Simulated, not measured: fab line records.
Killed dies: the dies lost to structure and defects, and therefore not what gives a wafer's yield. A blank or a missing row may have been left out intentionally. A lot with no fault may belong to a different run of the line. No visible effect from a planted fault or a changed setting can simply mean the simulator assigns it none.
One fault seen from 2 desks -- flow nand-harc -- numbers are kept per desk, each desk with only its own; the story behind them comes last

## THE DEFECT DESK
Lot by lot, what the route's inspections counted, given as the mean of those sampled wafers with a number. Marked OUT: a lot whose mean sits more than 4 standard deviations from the usual mean, which makes it out of limits; the brackets give that distance.
Columns: A = raw-defect-count at NHARC_A_SGD_CUT_INSPECT_25, usual 374; B = raw-defect-count at NHARC_A_CONTACT_INSPECT_44, usual 84
lot,first seen here,A,B
L876,day 20 07:37,490,53
L877,day 20 10:50,319,100
L879,day 20 10:50,288,16
L878,day 20 18:12,347,117
L880,day 21 01:43,370,110
L886,day 23 16:21,407,82
L891,day 25 03:28,342,78
L889,day 25 04:00,309,98
L893,day 26 09:10,339,97
L895,day 27 14:10,335,66
L897,day 28 17:02,319,15
L898,day 28 17:04,289,52
L899,day 29 03:01,264,80
This desk's verdict: no lot among the 13 shows anything out of limits.

## FOR THE TOOL OWNER'S DESK: ald-metal-04
The tool's own readings at NHARC_A_WL_FILL_ALD_19 (deposits TiN, target thk 2 nm, pulse time 3 s, ald cycles 100): means of the sampled wafers that have a number, for each lot that ran on this tool. Marked OUT: a lot whose mean sits more than 4 standard deviations from the usual mean, which makes it out of limits; the brackets give that distance.
Columns: A = heater-power-w at NHARC_A_WL_FILL_ALD_19, usual 1070 W; B = precursor-pulse-height-rel at NHARC_A_WL_FILL_ALD_19, usual 0.998
lot,first seen here,A,B
L880,day 22 12:55,1040,0.997
L886,day 25 04:56,1003,0.990
L889,day 26 19:52,1040,0.998
This desk's verdict: no lot among the 3 shows anything out of limits.

## TAKEN TOGETHER
No out-of-limits result turned up at the defect desk.
The tool owner's desk saw nothing out of limits.

## WHAT WAS PUT IN BY THE SIMULATOR
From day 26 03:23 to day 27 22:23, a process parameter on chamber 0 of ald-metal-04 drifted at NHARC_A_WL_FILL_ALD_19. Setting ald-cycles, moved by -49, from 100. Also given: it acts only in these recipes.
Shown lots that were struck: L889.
